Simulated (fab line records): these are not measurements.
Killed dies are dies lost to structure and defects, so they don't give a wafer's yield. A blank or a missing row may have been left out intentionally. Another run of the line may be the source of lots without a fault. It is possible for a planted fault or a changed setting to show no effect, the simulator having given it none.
The tool behind it: which one? / flow nand-harc / 24 lots with 72 wafers sampled at 5 steps, on a route of 1159 steps

## WHAT THE GAUGES SHOWED, per wafer
NHARC_A_BLC_CD_MEAS_19.
lot=L076; measured=day 17 14:34; on=cd-sem-01; cd-nm (nm)=102.1 98.9 99.8
lot=L074; measured=day 17 23:40; on=cd-sem-03; cd-nm (nm)=98.9 96.6 99.3
lot=L075; measured=day 18 04:47; on=cd-sem-01; cd-nm (nm)=101.1 96.4 103.5
lot=L078; measured=day 18 05:56; on=cd-sem-02; cd-nm (nm)=101.7 101.2 96.7
lot=L077; measured=day 18 15:20; on=cd-sem-01; cd-nm (nm)=99.8 100.9 103.1
lot=L079; measured=day 18 18:22; on=cd-sem-03; cd-nm (nm)=101.1 101.5 102.7
lot=L080; measured=day 18 19:04; on=cd-sem-02; cd-nm (nm)=100.6 103.0 97.8
lot=L081; measured=day 19 03:25; on=cd-sem-02; cd-nm (nm)=100.8 98.2 101.9
lot=L082; measured=day 19 07:30; on=cd-sem-01; cd-nm (nm)=100.5 101.1 100.6
lot=L084; measured=day 19 17:19; on=cd-sem-02; cd-nm (nm)=99.6 99.3 99.9
lot=L083; measured=day 19 18:51; on=cd-sem-03; cd-nm (nm)=100.5 97.5 94.8
lot=L087; measured=day 20 02:03; on=cd-sem-03; cd-nm (nm)=103.6 101.3 102.5
lot=L086; measured=day 20 06:15; on=cd-sem-02; cd-nm (nm)=94.7 98.9 102.1
lot=L085; measured=day 20 13:59; on=cd-sem-01; cd-nm (nm)=102.7 96.9 101.3
lot=L090; measured=day 20 19:29; on=cd-sem-02; cd-nm (nm)=103.4 102.0 100.4
lot=L089; measured=day 20 22:21; on=cd-sem-02; cd-nm (nm)=101.6 98.8 101.0
lot=L088; measured=day 21 13:45; on=cd-sem-03; cd-nm (nm)=103.8 103.9 102.0
lot=L092; measured=day 21 15:01; on=cd-sem-01; cd-nm (nm)=99.4 100.3 99.9
lot=L091; measured=day 22 01:01; on=cd-sem-03; cd-nm (nm)=101.1 99.5 101.4
lot=L094; measured=day 22 01:46; on=cd-sem-01; cd-nm (nm)=100.0 101.9 102.6
lot=L093; measured=day 22 02:17; on=cd-sem-01; cd-nm (nm)=98.3 96.7 95.1
lot=L095; measured=day 22 06:47; on=cd-sem-03; cd-nm (nm)=96.0 98.7 98.6
lot=L096; measured=day 22 15:35; on=cd-sem-03; cd-nm (nm)=97.6 97.7 100.2
lot=L097; measured=day 22 19:46; on=cd-sem-03; cd-nm (nm)=99.8 101.6 99.6

NHARC_A_M1_CD_MEAS_09 targets a cd of 120 nm.
lot=L076; measured=day 18 06:54; on=cd-sem-02; cd-nm (nm)=119.4 119.3 119.9
lot=L074; measured=day 18 08:42; on=cd-sem-01; cd-nm (nm)=119.5 119.3 119.2
lot=L075; measured=day 18 11:56; on=cd-sem-01; cd-nm (nm)=119.2 119.5 120.2
lot=L078; measured=day 18 14:04; on=cd-sem-03; cd-nm (nm)=120.0 121.2 120.5
lot=L077; measured=day 18 22:26; on=cd-sem-01; cd-nm (nm)=120.5 120.6 119.2
lot=L079; measured=day 19 01:17; on=cd-sem-02; cd-nm (nm)=118.5 119.0 120.7
lot=L080; measured=day 19 03:41; on=cd-sem-02; cd-nm (nm)=119.8 119.5 119.7
lot=L081; measured=day 19 14:07; on=cd-sem-02; cd-nm (nm)=119.7 119.6 119.6
lot=L082; measured=day 19 19:49; on=cd-sem-02; cd-nm (nm)=118.3 119.4 119.6
lot=L084; measured=day 20 01:14; on=cd-sem-03; cd-nm (nm)=119.4 119.2 119.8
lot=L083; measured=day 20 02:01; on=cd-sem-01; cd-nm (nm)=118.9 119.5 119.8
lot=L087; measured=day 20 13:17; on=cd-sem-03; cd-nm (nm)=119.5 119.9 120.0
lot=L086; measured=day 20 16:44; on=cd-sem-02; cd-nm (nm)=120.0 119.6 119.7
lot=L085; measured=day 20 23:38; on=cd-sem-01; cd-nm (nm)=119.8 120.5 119.7
lot=L090; measured=day 21 03:04; on=cd-sem-01; cd-nm (nm)=120.2 119.5 119.6
lot=L089; measured=day 21 06:02; on=cd-sem-03; cd-nm (nm)=120.2 119.1 119.2
lot=L088; measured=day 22 03:25; on=cd-sem-03; cd-nm (nm)=119.4 119.7 118.0
lot=L092; measured=day 22 03:44; on=cd-sem-02; cd-nm (nm)=120.5 120.0 119.8
lot=L091; measured=day 22 08:18; on=cd-sem-01; cd-nm (nm)=120.0 120.4 119.9
lot=L094; measured=day 22 08:58; on=cd-sem-03; cd-nm (nm)=119.7 119.2 119.3
lot=L093; measured=day 22 09:24; on=cd-sem-02; cd-nm (nm)=119.7 119.4 120.2
lot=L095; measured=day 22 13:59; on=cd-sem-02; cd-nm (nm)=119.0 120.7 119.6
lot=L096; measured=day 23 02:20; on=cd-sem-01; cd-nm (nm)=119.7 119.9 120.6
lot=L097; measured=day 23 08:04; on=cd-sem-01; cd-nm (nm)=120.8 118.7 119.7

## WHAT TOOL EACH LOT RAN ON (gives the tool, then ch and the chambers of the sampled wafers, and finally the start)
lot=L076; NHARC_A_CONTACT_ALD_18=ald-metal-03 ch 0,1,2, day 16 23:02; NHARC_A_M0_DESCUM_14=rie-diel-03 ch 0,1,3, day 18 02:20; NHARC_A_M0_ETCH_15=rie-diel-03 ch 0,2,3, day 18 06:54 or earlier
lot=L074; NHARC_A_CONTACT_ALD_18=ald-metal-02 ch 0,1,3, day 17 10:27; NHARC_A_M0_DESCUM_14=rie-diel-03 ch 0,1,3, day 18 04:41; NHARC_A_M0_ETCH_15=rie-diel-05 ch 0,1,3, day 18 08:42 or earlier
lot=L075; NHARC_A_CONTACT_ALD_18=ald-metal-04 ch 0,1, day 17 17:11; NHARC_A_M0_DESCUM_14=rie-diel-05 ch 0,2, day 18 07:53; NHARC_A_M0_ETCH_15=rie-diel-05 ch 0,1,3, day 18 11:56 or earlier
lot=L078; NHARC_A_CONTACT_ALD_18=ald-metal-02 ch 0,1, day 18 02:50; NHARC_A_M0_DESCUM_14=rie-diel-08 ch 0,1,3, day 18 09:04; NHARC_A_M0_ETCH_15=rie-diel-08 ch 2,3, day 18 14:04 or earlier
lot=L077; NHARC_A_CONTACT_ALD_18=ald-metal-04 ch 2,3, day 18 11:01; NHARC_A_M0_DESCUM_14=rie-diel-03 ch 2,3, day 18 18:32; NHARC_A_M0_ETCH_15=rie-diel-03 ch 0,3, day 18 22:26 or earlier
lot=L079; NHARC_A_CONTACT_ALD_18=ald-metal-03 ch 1,2,3, day 18 12:08; NHARC_A_M0_DESCUM_14=rie-diel-08 ch 0,2,3, day 18 21:20; NHARC_A_M0_ETCH_15=rie-diel-08 ch 0,2,3, day 19 01:17 or earlier
lot=L080; NHARC_A_CONTACT_ALD_18=ald-metal-04 ch 0,2,3, day 18 13:27; NHARC_A_M0_DESCUM_14=rie-diel-05 ch 1,2, day 18 23:46; NHARC_A_M0_ETCH_15=rie-diel-05 ch 0,2,3, day 19 03:41 or earlier
lot=L081; NHARC_A_CONTACT_ALD_18=ald-metal-04 ch 1,2,3, day 18 20:19; NHARC_A_M0_DESCUM_14=rie-diel-08 ch 2,3, day 19 10:10; NHARC_A_M0_ETCH_15=rie-diel-08 ch 2,3, day 19 14:07 or earlier
lot=L082; NHARC_A_CONTACT_ALD_18=ald-metal-03 ch 0,2,3, day 19 00:09; NHARC_A_M0_DESCUM_14=rie-diel-03 ch 0,2,3, day 19 15:25; NHARC_A_M0_ETCH_15=rie-diel-03 ch 0,3, day 19 19:49 or earlier
lot=L084; NHARC_A_CONTACT_ALD_18=ald-metal-03 ch 0,2,3, day 19 12:29; NHARC_A_M0_DESCUM_14=rie-diel-03 ch 0,1,2, day 19 21:20; NHARC_A_M0_ETCH_15=rie-diel-03 ch 0,1,2, day 20 01:14 or earlier
lot=L083; NHARC_A_CONTACT_ALD_18=ald-metal-04 ch 0,2,3, day 19 15:42; NHARC_A_M0_DESCUM_14=rie-diel-03 ch 1,2,3, day 19 21:52; NHARC_A_M0_ETCH_15=rie-diel-03 ch 0,1,2, day 20 02:01 or earlier
lot=L087; NHARC_A_CONTACT_ALD_18=ald-metal-03 ch 1,3, day 19 22:54; NHARC_A_M0_DESCUM_14=rie-diel-08 ch 0,2,3, day 20 09:25; NHARC_A_M0_ETCH_15=rie-diel-08 ch 0,1,3, day 20 13:17 or earlier
lot=L086; NHARC_A_CONTACT_ALD_18=ald-metal-02 ch 0,1,2, day 20 02:19; NHARC_A_M0_DESCUM_14=rie-diel-05 ch 0,2, day 20 12:43; NHARC_A_M0_ETCH_15=rie-diel-05 ch 1,2, day 20 16:44 or earlier
lot=L085; NHARC_A_CONTACT_ALD_18=ald-metal-04 ch 0,1,2, day 20 08:28; NHARC_A_M0_DESCUM_14=rie-diel-08 ch 0,1, day 20 19:18; NHARC_A_M0_ETCH_15=rie-diel-08 ch 2,3, day 20 23:38 or earlier
lot=L090; NHARC_A_CONTACT_ALD_18=ald-metal-03 ch 0,1,2, day 20 13:05; NHARC_A_M0_DESCUM_14=rie-diel-05 ch 0,1,2, day 20 23:07; NHARC_A_M0_ETCH_15=rie-diel-05 ch 0,2,3, day 21 03:04 or earlier
lot=L089; NHARC_A_CONTACT_ALD_18=ald-metal-04 ch 0,2,3, day 20 19:19; NHARC_A_M0_DESCUM_14=rie-diel-03 ch 0,3, day 21 01:47; NHARC_A_M0_ETCH_15=rie-diel-03 ch 0,1, day 21 06:02 or earlier
lot=L088; NHARC_A_CONTACT_ALD_18=ald-metal-02 ch 0,2,3, day 21 07:23; NHARC_A_M0_DESCUM_14=rie-diel-05 ch 0,2,3, day 21 23:25; NHARC_A_M0_ETCH_15=rie-diel-05 ch 1,2,3, day 22 03:25 or earlier
lot=L092; NHARC_A_CONTACT_ALD_18=ald-metal-04 ch 2,3, day 21 08:35; NHARC_A_M0_DESCUM_14=rie-diel-05 ch 0,2,3, day 21 23:40; NHARC_A_M0_ETCH_15=rie-diel-05 ch 0,2, day 22 03:44 or earlier
lot=L091; NHARC_A_CONTACT_ALD_18=ald-metal-02 ch 0,1,2, day 21 17:25; NHARC_A_M0_DESCUM_14=rie-diel-03 ch 0,1,3, day 22 04:14; NHARC_A_M0_ETCH_15=rie-diel-03 ch 2,3, day 22 08:18 or earlier
lot=L094; NHARC_A_CONTACT_ALD_18=ald-metal-04 ch 0,3, day 21 21:50; NHARC_A_M0_DESCUM_14=rie-diel-05 ch 1,3, day 22 05:00; NHARC_A_M0_ETCH_15=rie-diel-05 ch 1,3, day 22 08:58 or earlier
lot=L093; NHARC_A_CONTACT_ALD_18=ald-metal-02 ch 1,3, day 21 22:56; NHARC_A_M0_DESCUM_14=rie-diel-05 ch 0,2,3, day 22 05:22; NHARC_A_M0_ETCH_15=rie-diel-05 ch 0,2, day 22 09:24 or earlier
lot=L095; NHARC_A_CONTACT_ALD_18=ald-metal-02 ch 0,1,3, day 22 03:37; NHARC_A_M0_DESCUM_14=rie-diel-08 ch 0,2, day 22 09:46; NHARC_A_M0_ETCH_15=rie-diel-08 ch 0,2,3, day 22 13:59 or earlier
lot=L096; NHARC_A_CONTACT_ALD_18=ald-metal-03 ch 0,2,3, day 22 08:29; NHARC_A_M0_DESCUM_14=rie-diel-03 ch 0,1,2, day 22 22:25; NHARC_A_M0_ETCH_15=rie-diel-03 ch 1,2, day 23 02:20 or earlier
lot=L097; NHARC_A_CONTACT_ALD_18=ald-metal-03 ch 0,1,2, day 22 13:48; NHARC_A_M0_DESCUM_14=rie-diel-03 ch 1,2,3, day 23 02:51; NHARC_A_M0_ETCH_15=rie-diel-03 ch 0,1,3, day 23 08:04 or earlier
- NHARC_A_CONTACT_ALD_18: deposits TiN, target thk 3 nm, pulse time 1 s, ald cycles 150.
- NHARC_A_M0_DESCUM_14: chemistry O2, time 3 s.
- NHARC_A_M0_ETCH_15: etches the open film in C4F8/Ar, target depth 150 nm, overetch 15 nm, time 82.5 s.

## WHAT THE TOOLS THEMSELVES READ (means of the sampled wafers that have a number; where no wafer has one, the mark that the record gives instead)
NHARC_A_CONTACT_ALD_18.
lot=L076; tool=ald-metal-03; heater-power-w (W)=1108; precursor-pulse-height-rel=1.012
lot=L074; tool=ald-metal-02; heater-power-w (W)=1083; precursor-pulse-height-rel=0.998
lot=L075; tool=ald-metal-04; heater-power-w (W)=1079; precursor-pulse-height-rel=1.019
lot=L078; tool=ald-metal-02; heater-power-w (W)=1049; precursor-pulse-height-rel=1.012
lot=L077; tool=ald-metal-04; heater-power-w (W)=1124; precursor-pulse-height-rel=0.998
lot=L079; tool=ald-metal-03; heater-power-w (W)=1018; precursor-pulse-height-rel=1.000
lot=L080; tool=ald-metal-04; heater-power-w (W)=1114; precursor-pulse-height-rel=0.993
lot=L081; tool=ald-metal-04; heater-power-w (W)=1094; precursor-pulse-height-rel=1.008
lot=L082; tool=ald-metal-03; heater-power-w (W)=1116; precursor-pulse-height-rel=1.018
lot=L084; tool=ald-metal-03; heater-power-w (W)=1128; precursor-pulse-height-rel=0.996
lot=L083; tool=ald-metal-04; heater-power-w (W)=1113; precursor-pulse-height-rel=1.009
lot=L087; tool=ald-metal-03; heater-power-w (W)=1043; precursor-pulse-height-rel=1.011
lot=L086; tool=ald-metal-02; heater-power-w (W)=1065; precursor-pulse-height-rel=1.003
lot=L085; tool=ald-metal-04; heater-power-w (W)=1076; precursor-pulse-height-rel=1.006
lot=L090; tool=ald-metal-03; heater-power-w (W)=1113; precursor-pulse-height-rel=0.987
lot=L089; tool=ald-metal-04; heater-power-w (W)=1127; precursor-pulse-height-rel=1.000
lot=L088; tool=ald-metal-02; heater-power-w (W)=1115; precursor-pulse-height-rel=1.004
lot=L092; tool=ald-metal-04; heater-power-w (W)=1130; precursor-pulse-height-rel=0.987
lot=L091; tool=ald-metal-02; heater-power-w (W)=1039; precursor-pulse-height-rel=0.968
lot=L094; tool=ald-metal-04; heater-power-w (W)=1157; precursor-pulse-height-rel=0.990
lot=L093; tool=ald-metal-02; heater-power-w (W)=1125; precursor-pulse-height-rel=0.985
lot=L095; tool=ald-metal-02; heater-power-w (W)=1102; precursor-pulse-height-rel=1.026
lot=L096; tool=ald-metal-03; heater-power-w (W)=1103; precursor-pulse-height-rel=0.989
lot=L097; tool=ald-metal-03; heater-power-w (W)=1090; precursor-pulse-height-rel=1.013

NHARC_A_M0_DESCUM_14.
lot=L076; tool=rie-diel-03; chamber-pressure-mTorr (mTorr)=60.00; drypump-motor-current-A (A)=5.2; o2-flow-sccm (sccm)=200.2; oes-product-au (a.u.)=0.997; rf-vpp-V (V)=58.0; showerhead-plenum-p-Torr (Torr)=1.96; throttle-valve-pct (%)=11.316
lot=L074; tool=rie-diel-03; chamber-pressure-mTorr (mTorr)=60.00; drypump-motor-current-A (A)=5.2; o2-flow-sccm (sccm)=200.6; oes-product-au (a.u.)=1.005; rf-vpp-V (V)=58.2; showerhead-plenum-p-Torr (Torr)=1.96; throttle-valve-pct (%)=11.303
lot=L075; tool=rie-diel-05; chamber-pressure-mTorr (mTorr)=60.00; drypump-motor-current-A (A)=5.1; o2-flow-sccm (sccm)=199.7; oes-product-au (a.u.)=1.008; rf-vpp-V (V)=58.4; showerhead-plenum-p-Torr (Torr)=2.02; throttle-valve-pct (%)=11.306
lot=L078; tool=rie-diel-08; chamber-pressure-mTorr (mTorr)=59.99; drypump-motor-current-A (A)=5.7; o2-flow-sccm (sccm)=199.5; oes-product-au (a.u.)=0.998; rf-vpp-V (V)=57.4; showerhead-plenum-p-Torr (Torr)=1.89; throttle-valve-pct (%)=11.309
lot=L077; tool=rie-diel-03; chamber-pressure-mTorr (mTorr)=59.95; drypump-motor-current-A (A)=5.5; o2-flow-sccm (sccm)=200.4; oes-product-au (a.u.)=1.008; rf-vpp-V (V)=59.0; showerhead-plenum-p-Torr (Torr)=1.97; throttle-valve-pct (%)=11.299
lot=L079; tool=rie-diel-08; chamber-pressure-mTorr (mTorr)=59.99; drypump-motor-current-A (A)=5.9; o2-flow-sccm (sccm)=199.5; oes-product-au (a.u.)=0.992; rf-vpp-V (V)=57.9; showerhead-plenum-p-Torr (Torr)=1.93; throttle-valve-pct (%)=11.311
lot=L080; tool=rie-diel-05; chamber-pressure-mTorr (mTorr)=60.04; drypump-motor-current-A (A)=5.4; o2-flow-sccm (sccm)=199.8; oes-product-au (a.u.)=1.005; rf-vpp-V (V)=58.0; showerhead-plenum-p-Torr (Torr)=2.01; throttle-valve-pct (%)=11.309
lot=L081; tool=rie-diel-08; chamber-pressure-mTorr (mTorr)=59.98; drypump-motor-current-A (A)=5.7; o2-flow-sccm (sccm)=200.5; oes-product-au (a.u.)=0.992; rf-vpp-V (V)=58.1; showerhead-plenum-p-Torr (Torr)=1.96; throttle-valve-pct (%)=11.305
lot=L082; tool=rie-diel-03; chamber-pressure-mTorr (mTorr)=60.01; drypump-motor-current-A (A)=5.3; o2-flow-sccm (sccm)=199.7; oes-product-au (a.u.)=1.006; rf-vpp-V (V)=58.4; showerhead-plenum-p-Torr (Torr)=1.98; throttle-valve-pct (%)=11.317
lot=L084; tool=rie-diel-03; chamber-pressure-mTorr (mTorr)=59.98; drypump-motor-current-A (A)=5.4; o2-flow-sccm (sccm)=200.1; oes-product-au (a.u.)=1.008; rf-vpp-V (V)=57.9; showerhead-plenum-p-Torr (Torr)=2.00; throttle-valve-pct (%)=11.311
lot=L083; tool=rie-diel-03; chamber-pressure-mTorr (mTorr)=60.03; drypump-motor-current-A (A)=5.4; o2-flow-sccm (sccm)=200.1; oes-product-au (a.u.)=1.010; rf-vpp-V (V)=57.6; showerhead-plenum-p-Torr (Torr)=1.95; throttle-valve-pct (%)=11.312
lot=L087; tool=rie-diel-08; chamber-pressure-mTorr (mTorr)=59.96; drypump-motor-current-A (A)=5.9; o2-flow-sccm (sccm)=200.5; oes-product-au (a.u.)=0.990; rf-vpp-V (V)=57.4; showerhead-plenum-p-Torr (Torr)=1.93; throttle-valve-pct (%)=11.311
lot=L086; tool=rie-diel-05; chamber-pressure-mTorr (mTorr)=60.02; drypump-motor-current-A (A)=5.1; o2-flow-sccm (sccm)=200.0; oes-product-au (a.u.)=1.010; rf-vpp-V (V)=58.1; showerhead-plenum-p-Torr (Torr)=2.02; throttle-valve-pct (%)=11.304
lot=L085; tool=rie-diel-08; chamber-pressure-mTorr (mTorr)=60.04; drypump-motor-current-A (A)=5.9; o2-flow-sccm (sccm)=200.4; oes-product-au (a.u.)=0.998; rf-vpp-V (V)=57.5; showerhead-plenum-p-Torr (Torr)=1.90; throttle-valve-pct (%)=11.311
lot=L090; tool=rie-diel-05; chamber-pressure-mTorr (mTorr)=60.07; drypump-motor-current-A (A)=5.8; o2-flow-sccm (sccm)=199.6; oes-product-au (a.u.)=0.995; rf-vpp-V (V)=58.0; showerhead-plenum-p-Torr (Torr)=1.97; throttle-valve-pct (%)=11.307
lot=L089; tool=rie-diel-03; chamber-pressure-mTorr (mTorr)=60.01; drypump-motor-current-A (A)=5.0; o2-flow-sccm (sccm)=200.0; oes-product-au (a.u.)=1.006; rf-vpp-V (V)=58.1; showerhead-plenum-p-Torr (Torr)=1.99; throttle-valve-pct (%)=11.317
lot=L088; tool=rie-diel-05; chamber-pressure-mTorr (mTorr)=60.01; drypump-motor-current-A (A)=5.7; o2-flow-sccm (sccm)=199.7; oes-product-au (a.u.)=0.995; rf-vpp-V (V)=58.4; showerhead-plenum-p-Torr (Torr)=1.97; throttle-valve-pct (%)=11.311
lot=L092; tool=rie-diel-05; chamber-pressure-mTorr (mTorr)=59.97; drypump-motor-current-A (A)=5.8; o2-flow-sccm (sccm)=200.1; oes-product-au (a.u.)=0.998; rf-vpp-V (V)=57.5; showerhead-plenum-p-Torr (Torr)=1.97; throttle-valve-pct (%)=11.305
lot=L091; tool=rie-diel-03; chamber-pressure-mTorr (mTorr)=59.96; drypump-motor-current-A (A)=5.1; o2-flow-sccm (sccm)=200.0; oes-product-au (a.u.)=1.009; rf-vpp-V (V)=58.2; showerhead-plenum-p-Torr (Torr)=1.95; throttle-valve-pct (%)=11.318
lot=L094; tool=rie-diel-05; chamber-pressure-mTorr (mTorr)=59.99; drypump-motor-current-A (A)=6.6; o2-flow-sccm (sccm)=200.5; oes-product-au (a.u.)=0.989; rf-vpp-V (V)=57.7; showerhead-plenum-p-Torr (Torr)=1.91; throttle-valve-pct (%)=11.319
lot=L093; tool=rie-diel-05; chamber-pressure-mTorr (mTorr)=60.04; drypump-motor-current-A (A)=5.8; o2-flow-sccm (sccm)=199.4; oes-product-au (a.u.)=1.009; rf-vpp-V (V)=57.8; showerhead-plenum-p-Torr (Torr)=1.97; throttle-valve-pct (%)=11.312
lot=L095; tool=rie-diel-08; chamber-pressure-mTorr (mTorr)=60.05; drypump-motor-current-A (A)=6.1; o2-flow-sccm (sccm)=199.9; oes-product-au (a.u.)=0.996; rf-vpp-V (V)=57.6; showerhead-plenum-p-Torr (Torr)=1.94; throttle-valve-pct (%)=11.312
lot=L096; tool=rie-diel-03; chamber-pressure-mTorr (mTorr)=60.01; drypump-motor-current-A (A)=5.4; o2-flow-sccm (sccm)=199.8; oes-product-au (a.u.)=1.001; rf-vpp-V (V)=58.4; showerhead-plenum-p-Torr (Torr)=2.00; throttle-valve-pct (%)=11.311
lot=L097; tool=rie-diel-03; chamber-pressure-mTorr (mTorr)=60.04; drypump-motor-current-A (A)=5.4; o2-flow-sccm (sccm)=199.7; oes-product-au (a.u.)=1.002; rf-vpp-V (V)=57.9; showerhead-plenum-p-Torr (Torr)=1.94; throttle-valve-pct (%)=11.308

NHARC_A_M0_ETCH_15.
lot=L076; tool=rie-diel-03; chamber-pressure-mTorr (mTorr)=25.022; oes-product-au (a.u.)=0.982; rf-vpp-V (V)=442.8
lot=L074; tool=rie-diel-05; chamber-pressure-mTorr (mTorr)=24.992; oes-product-au (a.u.)=1.001; rf-vpp-V (V)=440.9
lot=L075; tool=rie-diel-05; chamber-pressure-mTorr (mTorr)=24.999; oes-product-au (a.u.)=0.974; rf-vpp-V (V)=441.8
lot=L078; tool=rie-diel-08; chamber-pressure-mTorr (mTorr)=24.991; oes-product-au (a.u.)=0.917; rf-vpp-V (V)=442.7
lot=L077; tool=rie-diel-03; chamber-pressure-mTorr (mTorr)=24.983; oes-product-au (a.u.)=0.935; rf-vpp-V (V)=443.7
lot=L079; tool=rie-diel-08; chamber-pressure-mTorr (mTorr)=24.992; oes-product-au (a.u.)=0.914; rf-vpp-V (V)=441.6
lot=L080; tool=rie-diel-05; chamber-pressure-mTorr (mTorr)=25.002; oes-product-au (a.u.)=0.942; rf-vpp-V (V)=441.9
lot=L081; tool=rie-diel-08; chamber-pressure-mTorr (mTorr)=25.000; oes-product-au (a.u.)=0.958; rf-vpp-V (V)=441.6
lot=L082; tool=rie-diel-03; chamber-pressure-mTorr (mTorr)=24.998; oes-product-au (a.u.)=0.978; rf-vpp-V (V)=440.7
lot=L084; tool=rie-diel-03; chamber-pressure-mTorr (mTorr)=24.987; oes-product-au (a.u.)=0.971; rf-vpp-V (V)=443.5
lot=L083; tool=rie-diel-03; chamber-pressure-mTorr (mTorr)=24.988; oes-product-au (a.u.)=0.964; rf-vpp-V (V)=443.8
lot=L087; tool=rie-diel-08; chamber-pressure-mTorr (mTorr)=24.991; oes-product-au (a.u.)=0.962; rf-vpp-V (V)=440.6
lot=L086; tool=rie-diel-05; chamber-pressure-mTorr (mTorr)=25.014; oes-product-au (a.u.)=0.916; rf-vpp-V (V)=442.2
lot=L085; tool=rie-diel-08; chamber-pressure-mTorr (mTorr)=24.972; oes-product-au (a.u.)=0.906; rf-vpp-V (V)=443.1
lot=L090; tool=rie-diel-05; chamber-pressure-mTorr (mTorr)=25.001; oes-product-au (a.u.)=0.928; rf-vpp-V (V)=442.4
lot=L089; tool=rie-diel-03; chamber-pressure-mTorr (mTorr)=25.019; oes-product-au (a.u.)=0.928; rf-vpp-V (V)=443.2
lot=L088; tool=rie-diel-05; chamber-pressure-mTorr (mTorr)=25.010; oes-product-au (a.u.)=0.920; rf-vpp-V (V)=443.0
lot=L092; tool=rie-diel-05; chamber-pressure-mTorr (mTorr)=24.982; oes-product-au (a.u.)=0.928; rf-vpp-V (V)=444.3
lot=L091; tool=rie-diel-03; chamber-pressure-mTorr (mTorr)=24.982; oes-product-au (a.u.)=0.983; rf-vpp-V (V)=441.1
lot=L094; tool=rie-diel-05; chamber-pressure-mTorr (mTorr)=25.002; oes-product-au (a.u.)=0.910; rf-vpp-V (V)=439.9
lot=L093; tool=rie-diel-05; chamber-pressure-mTorr (mTorr)=24.979; oes-product-au (a.u.)=0.921; rf-vpp-V (V)=442.5
lot=L095; tool=rie-diel-08; chamber-pressure-mTorr (mTorr)=24.996; oes-product-au (a.u.)=0.953; rf-vpp-V (V)=441.4
lot=L096; tool=rie-diel-03; chamber-pressure-mTorr (mTorr)=24.995; oes-product-au (a.u.)=0.931; rf-vpp-V (V)=442.7
lot=L097; tool=rie-diel-03; chamber-pressure-mTorr (mTorr)=25.006; oes-product-au (a.u.)=0.948; rf-vpp-V (V)=442.1

## THE ANSWER, worked out from the rows above alone
Rule: the lots themselves supply what counts as usual. The widest of any qualifying gaps counts: lots, ordered by their means at a reading, are off when they make up no more than a third of the lots, leave a main group of 4 or more, and stand apart from it by 3 or more times the standard deviation of that group's means. A main group is skipped when, at the precision printed for the reading in the tables above, its means are all equal. A lot without any number at a reading at which 4 lots or more have one is off too. All remaining lots with rows at the step are treated as sound. First the gauges in route order, then the tools' own readings, where a lot's mean is used as printed above. The first step at which some lot is off is used, and at that step the reading that is off furthest; a lot without a number counts as furthest.
No lot is off on any of the readings shown, so nothing can be concluded from this.

## WHAT WAS PUT IN BY THE SIMULATOR
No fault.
